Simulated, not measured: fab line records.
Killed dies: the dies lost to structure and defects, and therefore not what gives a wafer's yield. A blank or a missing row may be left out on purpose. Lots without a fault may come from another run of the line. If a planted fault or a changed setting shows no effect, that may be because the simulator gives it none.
Check of tool commonality / flow n5-finfet / 9 lots and 27 wafers in the sample

WHY THIS WAS OPENED
Of 9 lots, 2 have the reading V3_OVL flagged at N5_BEOL_M4_OVL_MEAS_29. Wafers without a fault read 0.0 nm, standard deviation 0.65.
Rule: flag the lot when none of its wafers has a number, or when each of its wafers that has one lies beyond 4 standard deviations from that mean. All remaining lots are regarded as sound.

lot=L896; measured=day 8 16:52; on=overlay-01; V3_OVL (nm), wafer by wafer=-1.7 0.2 -1.3; flag=
lot=L897; measured=day 9 00:01; on=overlay-02; V3_OVL (nm), wafer by wafer=0.7 0.4 -0.6; flag=
lot=L898; measured=day 9 09:10; on=overlay-01; V3_OVL (nm), wafer by wafer=-0.4 0.8 -0.2; flag=
lot=L901; measured=day 10 05:22; on=overlay-01; V3_OVL (nm), wafer by wafer=1.2 2.1 0.2; flag=
lot=L903; measured=day 10 15:47; on=overlay-02; V3_OVL (nm), wafer by wafer=0.7 0.7 1.1; flag=
lot=L904; measured=day 10 18:50; on=overlay-02; V3_OVL (nm), wafer by wafer=0.3 0.2 0.1; flag=
lot=L910; measured=day 12 03:58; on=overlay-02; V3_OVL (nm), wafer by wafer=-0.7 -0.3 -0.6; flag=
lot=L908; measured=day 12 06:11; on=overlay-02; V3_OVL (nm), wafer by wafer=12.1 11.6 12.3; flag=FLAGGED
lot=L913; measured=day 13 04:19; on=overlay-02; V3_OVL (nm), wafer by wafer=11.0 11.7 11.1; flag=FLAGGED
The mean of the flagged lots' numbers is 11.6 nm, +11.6 nm from the usual (+18 standard deviations).

WHICH TOOL RAN EACH LOT
The record holds 2 process steps before the reading, out of a route of 1938 steps. Cell contents, in order: the tool; ch with the chambers the sampled wafers went through; the start.
lot=L896; flag=; N5_BEOL_M4_ETCH_63=rie-diel-01 ch 0,2, day 8 16:00; N5_BEOL_M4_EXPOSE_25=euv-scanner-02 ch 0, day 8 16:42
lot=L897; flag=; N5_BEOL_M4_ETCH_63=rie-diel-01 ch 0,1,3, day 8 23:10; N5_BEOL_M4_EXPOSE_25=euv-scanner-02 ch 0, day 8 23:50
lot=L898; flag=; N5_BEOL_M4_ETCH_63=rie-diel-06 ch 0,1,2, day 9 08:18; N5_BEOL_M4_EXPOSE_25=euv-scanner-01 ch 0, day 9 08:59
lot=L901; flag=; N5_BEOL_M4_ETCH_63=rie-diel-06 ch 0,1,2, day 10 04:30; N5_BEOL_M4_EXPOSE_25=euv-scanner-02 ch 0, day 10 05:11
lot=L903; flag=; N5_BEOL_M4_ETCH_63=rie-diel-06 ch 1,2, day 10 14:55; N5_BEOL_M4_EXPOSE_25=euv-scanner-02 ch 0, day 10 15:37
lot=L904; flag=; N5_BEOL_M4_ETCH_63=rie-diel-06 ch 0,1,2, day 10 18:07; N5_BEOL_M4_EXPOSE_25=euv-scanner-02 ch 0, day 10 18:40
lot=L910; flag=; N5_BEOL_M4_ETCH_63=rie-diel-01 ch 0,2,3, day 12 03:06; N5_BEOL_M4_EXPOSE_25=euv-scanner-01 ch 0, day 12 03:47
lot=L908; flag=FLAGGED; N5_BEOL_M4_ETCH_63=rie-diel-05 ch 0,2,3, day 12 05:19; N5_BEOL_M4_EXPOSE_25=euv-scanner-02 ch 0, day 12 06:00
lot=L913; flag=FLAGGED; N5_BEOL_M4_ETCH_63=rie-diel-05 ch 0,1,3, day 13 03:24; N5_BEOL_M4_EXPOSE_25=euv-scanner-02 ch 0, day 13 04:09
What these steps do:
- N5_BEOL_M4_ETCH_63: etches SiARC in CF4, target depth 15.6 nm, time 26 s.
- N5_BEOL_M4_EXPOSE_25: exposes mask V3, defocus 5 nm.
- N5_BEOL_M4_OVL_MEAS_29

FLAGGED AGAINST TOTAL, ONE TOOL AT A TIME (gauges that did the reading follow at the end)
step=N5_BEOL_M4_ETCH_63; tool=rie-diel-01; lots run=3; flagged=0; share of the flagged lots=none; sound lots run after its first flagged lot=-
step=N5_BEOL_M4_ETCH_63; tool=rie-diel-05; lots run=2; flagged=2; share of the flagged lots=all; sound lots run after its first flagged lot=0
step=N5_BEOL_M4_ETCH_63; tool=rie-diel-06; lots run=4; flagged=0; share of the flagged lots=none; sound lots run after its first flagged lot=-
step=N5_BEOL_M4_EXPOSE_25; tool=euv-scanner-01; lots run=2; flagged=0; share of the flagged lots=none; sound lots run after its first flagged lot=-
step=N5_BEOL_M4_EXPOSE_25; tool=euv-scanner-02; lots run=7; flagged=2; share of the flagged lots=all; sound lots run after its first flagged lot=0
step=N5_BEOL_M4_OVL_MEAS_29; tool=overlay-01; lots run=3; flagged=0; share of the flagged lots=none; sound lots run after its first flagged lot=-
step=N5_BEOL_M4_OVL_MEAS_29; tool=overlay-02; lots run=6; flagged=2; share of the flagged lots=all; sound lots run after its first flagged lot=0

WHAT THE TABLE PERMITS
In the table, 3 rows ran each flagged lot (rie-diel-05 at N5_BEOL_M4_ETCH_63; euv-scanner-02 at N5_BEOL_M4_EXPOSE_25; overlay-02 at N5_BEOL_M4_OVL_MEAS_29).
- rie-diel-05 at N5_BEOL_M4_ETCH_63: 2 of its 2 lots flagged. No sound lot ran on it before its first flagged lot in this sample; the start therefore can't be narrowed down.
- euv-scanner-02 at N5_BEOL_M4_EXPOSE_25: 2 of its 7 lots flagged. Last sound lot L904 at day 10 18:40, first flagged lot L908 at day 12 06:00; a fault beginning in between fits.
- overlay-02 at N5_BEOL_M4_OVL_MEAS_29: 2 of its 6 lots flagged. Last sound lot L910 at day 12 03:58, first flagged lot L908 at day 12 06:11; a fault beginning in between fits.
Counting lots can't tell these 3 tools apart, because each fits a fault that began at some hour. More lots, or a look at what each step does to the wafer, might.

WHAT THE SIMULATOR HAD PUT IN
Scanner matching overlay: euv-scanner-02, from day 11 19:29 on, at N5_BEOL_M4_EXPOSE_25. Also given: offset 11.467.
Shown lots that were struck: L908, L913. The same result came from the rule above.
